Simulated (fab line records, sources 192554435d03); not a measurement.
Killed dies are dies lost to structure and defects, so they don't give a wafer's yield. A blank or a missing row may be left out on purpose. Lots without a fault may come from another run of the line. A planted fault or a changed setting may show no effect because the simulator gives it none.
Chamber matching | flow n5_finfet | N5_HKMG_FIN_CVD_62 on thermal_cvd_si-01: 3 sister chambers
The step deposits a-Si from Si2H6, target thk 3 nm, time 20.8 s. 24 wafers are shown with their chamber, then 12 later ones without.

WAFERS WITH THEIR CHAMBER
wafer  | chamber | heater_power_w (W) | susceptor_temp_C (C) | chamber_pressure_Torr (Torr)
L075.1 | 2       | 1332               | 500.04               | 1.0006
L075.2 | 1       | 1785               | 499.96               | 0.9990
L075.4 | 0       | 1547               | 499.91               | 1.0008
L077.1 | 1       | 1777               | 499.88               | 1.0001
L077.4 | 0       | 1564               | 499.97               | 1.0001
L077.6 | 1       | 1789               | 499.59               | 1.0019
L079.3 | 2       | 1335               | 499.99               | 0.9987
L079.4 | 0       | 1540               | 499.69               | 1.0001
L079.6 | 2       | 1300               | 499.99               | 0.9993
L081.3 | 1       | 1828               | 499.87               | 0.9997
L081.5 | 1       | 1792               | 500.01               | 1.0006
L081.6 | 2       | 1315               | 500.39               | 0.9992
L083.2 | 0       | 1550               | 500.34               | 0.9981
L083.5 | 0       | 1592               | 500.31               | 0.9981
L083.6 | 1       | 1769               | 500.25               | 0.9983
L085.2 | 0       | 1548               | 500.19               | 1.0038
L085.4 | 0       | 1567               | 499.73               | 0.9989
L085.5 | 2       | 1326               | 500.14               | 1.0035
L087.1 | 2       | 1300               | 500.21               | 0.9971
L087.3 | 1       | 1807               | 499.56               | 1.0009
L087.4 | 2       | 1306               | 500.13               | 1.0006
L089.1 | 1       | 1783               | 499.61               | 1.0015
L089.2 | 2       | 1318               | 499.65               | 0.9984
L089.6 | 2       | 1312               | 500.28               | 0.9995

SIGNATURES (means of the wafers above)
reading               | chamber 0 | chamber 1 | chamber 2 | scatter within a chamber
heater_power_w        | 1558.29   | 1791.25   | 1316.00   | 16.4
susceptor_temp_C      | 500.0200  | 499.8413  | 500.0911  | 0.238
chamber_pressure_Torr | 0.999986  | 1.000250  | 0.999656  | 0.00169
Rule: a wafer's distance from a chamber is the root of the sum, over the readings, of the square of ((its reading less the chamber's mean) divided by the reading's scatter). The wafer belongs to the nearest chamber; if the next one is less than 2 further off, it can't be placed. The scatter: the root of (the sum of the squares of (reading less its chamber's mean) over the shown wafers, divided by (wafers less chambers)).

WAFERS WITHOUT THEIR CHAMBER
wafer  | heater_power_w (W) | susceptor_temp_C (C) | chamber_pressure_Torr (Torr)
L091.2 | 1344               | 499.71               | 0.9972
L091.4 | 1793               | 499.89               | 1.0018
L091.5 | 1546               | 500.01               | 1.0034
L093.1 | 1776               | 499.65               | 0.9975
L093.4 | 1591               | 500.31               | 0.9984
L093.6 | 1798               | 499.57               | 0.9961
L095.3 | 1754               | 500.18               | 0.9985
L095.5 | 1578               | 499.83               | 0.9997
L095.6 | 1810               | 500.04               | 0.9981
L097.3 | 1582               | 500.00               | 1.0012
L097.4 | 1822               | 499.92               | 1.0035
L097.5 | 1768               | 500.04               | 1.0024

WHICH CHAMBER EACH WENT THROUGH
wafer  | from the rows above | in truth
L091.2 | 2                   | 2
L091.4 | 1                   | 1
L091.5 | 0                   | 0
L093.1 | 1                   | 1
L093.4 | 0                   | 0
L093.6 | 1                   | 1
L095.3 | 1                   | 1
L095.5 | 0                   | 0
L095.6 | 1                   | 1
L097.3 | 0                   | 0
L097.4 | 1                   | 1
L097.5 | 1                   | 1
Placed correctly: 12 of 12. Can't be placed from these rows: 0. Placed wrongly: 0.
